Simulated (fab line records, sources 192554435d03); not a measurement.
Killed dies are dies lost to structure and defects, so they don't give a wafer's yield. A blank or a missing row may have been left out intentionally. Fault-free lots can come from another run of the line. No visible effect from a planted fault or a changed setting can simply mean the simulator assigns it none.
Split-lot study	flow n5Finfet	21 wafers read from 7 lots, route of 1938 steps

THE SPLIT ITSELF
At N5_BEOL_M2_TRENCH_ETCH_37 (etches SiOC in C4F6/O2, target depth 55.555 nm, time 29.2 s), the setting timeS was moved away from the recipe's 29.2 s on 4 of the 21 wafers read, by -8.8% to +15.1%. The other wafers ran this setting at the recipe's value.

FROM THE SPLIT TO THE READING: what the file shows between them, 14 steps
- N5_BEOL_M2_ETCH_41: etches SiCN in CH3F/O2, target depth 29.9 nm, time 52.5 s
- N5_BEOL_M2_STRIP_97: strips in N2/H2, time 10 s
- N5_BEOL_M2_OCD_MEAS_38
- N5_BEOL_M2_ALD_84: deposits TaN, pulse time 2 s, purge time 3 s, co reactant purge time 2 s (also split here: aldCycles)
- N5_BEOL_M2_SURFACE_TREAT_85
- N5_BEOL_M2_CVD_47: deposits Co from CCTBA/H2, target thk 3 nm, time 223.8 s
- N5_BEOL_M2_ECD_50: material Cu, target thk 300 nm
- N5_BEOL_M2_ANNEAL_51: time 90 s
- N5_BEOL_M2_CMP_52: polishes, stops on SiOC, t overpolish 6.8 s, target thk 40 nm
- N5_BEOL_M2_THK_MEAS_53: measures by xrf
- N5_BEOL_M2_PRE_CLEAN_60: time 15 s
- N5_BEOL_M2_CO_CAP_55: material Co, precursor CCTBA/H2, target thk 2 nm, time 102.1 s
- N5_BEOL_M2_PRE_CLEAN_56: time 15 s
- N5_BEOL_M2_DEP_57: deposits SiCN from 3MS/NH3, target thk 8 nm, time 14 s

THE READING
M2_RS, in ohm/sq, at N5_BEOL_M2_RS_MEAS_58 (measures by four-point-probe). A value of 0.667 ohm/sq with a standard deviation of 0.029 ohm/sq is what fault-free wafers of this fab line usually give.

wafer	tool, chamber at the split	timeS as run, s	against the recipe	M2_RS, ohm/sq	against lot-mates on the recipe
L075.1	rieDiel-02, 3	29.2	recipe	0.676	-
L075.4	rieDiel-02, 0	29.2	recipe	0.684	-
L075.5	rieDiel-02, 3	29.2	recipe	0.683	-
L083.2	rieDiel-02, 0	26.63	-8.8%	0.760	+0.066
L083.4	rieDiel-02, 2	26.63	-8.8%	0.813	+0.119
L083.6	rieDiel-02, 0	29.2	recipe	0.694	-
L082.1	rieDiel-01, 0	29.2	recipe	0.667	-
L082.4	rieDiel-01, 3	29.2	recipe	0.684	-
L082.5	rieDiel-01, 2	29.2	recipe	0.653	-
L090.1	rieDiel-02, 1	29.2	recipe	0.711	-
L090.3	rieDiel-02, 0	29.2	recipe	0.658	-
L090.6	rieDiel-02, 2	33.6	+15.1%	0.505	-0.179
L092.1	rieDiel-01, 3	29.2	recipe	0.726	-
L092.2	rieDiel-01, 0	29.2	recipe	0.645	-
L092.4	rieDiel-01, 2	29.2	recipe	0.652	-
L094.1	rieDiel-06, 0	29.2	recipe	0.661	-
L094.2	rieDiel-06, 2	29.2	recipe	0.685	-
L094.6	rieDiel-06, 2	29.2	recipe	0.648	-
L096.2	rieDiel-01, 3	33.46	+14.6%	0.520	-0.139
L096.4	rieDiel-01, 1	29.2	recipe	0.657	-
L096.6	rieDiel-01, 3	29.2	recipe	0.661	-

FIT RESULTS
A straight line over all 21 wafers: M2_RS changes by -0.0114 ohm/sq for each +1% of timeS; r = -0.94; the points scatter about the line by 0.023 ohm/sq.
The same after taking each lot's own level away (the mean of its wafers on the recipe; 21 wafers): -0.0107 ohm/sq for each +1%; r = -0.94; scatter 0.021 ohm/sq.
The reading moves by 0.16 ohm/sq for the largest change in timeS, on that fit.
The lots' own levels span 0.6590 to 0.6940 ohm/sq, that is 1.2 times the standard deviation above.
The two slopes agree, so the slope changes little with the lot-to-lot level.
Check: with one of the wafers moved furthest among these (+15.1%) left out of the fit, the line predicts -0.149 ohm/sq for it against its lot-mates. It came out at -0.179 ohm/sq against them.

THESE WAFERS: OTHER SPLITS
These wafers also went through other splits before the reading. Each is held against what the fit with the lots' levels taken away leaves over:
other split on the same wafers	wafers away from the commonest value	r with M2_RS (lot level and that fit taken away)
N5_BEOL_M1_EXPOSE_25 doseMj	7	-0.08
N5_BEOL_M1_DESCUM_33 timeS	4	-0.37
N5_BEOL_M2_ETCH_69 biasW	4	+0.12
N5_BEOL_M2_ALD_84 aldCycles	7	+0.29

THE WHOLE CHAIN: every reading that the file lists as answering this split, in the file's order
step	what it does	reading	change (the file's fit)	r (the file's)
N5_BEOL_M2_TRENCH_ETCH_37	etches SiOC in C4F6/O2, target depth 55.555 nm, time 29.2 s	etch.depthNm (the simulator's own value, which no gauge read)	+0.555 nm for each +1% of the setting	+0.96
N5_BEOL_M2_TRENCH_ETCH_37	etches SiOC in C4F6/O2, target depth 55.555 nm, time 29.2 s	BEOL_M2.featureDepthNm (the simulator's own value, which no gauge read)	+0.556 nm for each +1% of the setting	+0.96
N5_BEOL_M2_OCD_MEAS_38		trenchDepthNm	+0.565 nm for each +1% of the setting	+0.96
N5_BEOL_M2_CMP_52	polishes, stops on SiOC, t overpolish 6.8 s, target thk 40 nm	Cu_of_BEOL_M2_ECD_50.thkNm (the simulator's own value, which no gauge read)	+0.606 nm for each +1% of the setting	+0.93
N5_BEOL_M2_THK_MEAS_53	measures by xrf	M2_THK	+0.601 for each +1% of the setting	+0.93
N5_BEOL_M2_RS_MEAS_58	measures by four-point-probe	M2_RS	-0.0107 for each +1% of the setting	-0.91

FILE'S OWN FIT
M2_RS changes by -0.0107 ohm/sq for each +1% of timeS, r = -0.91.
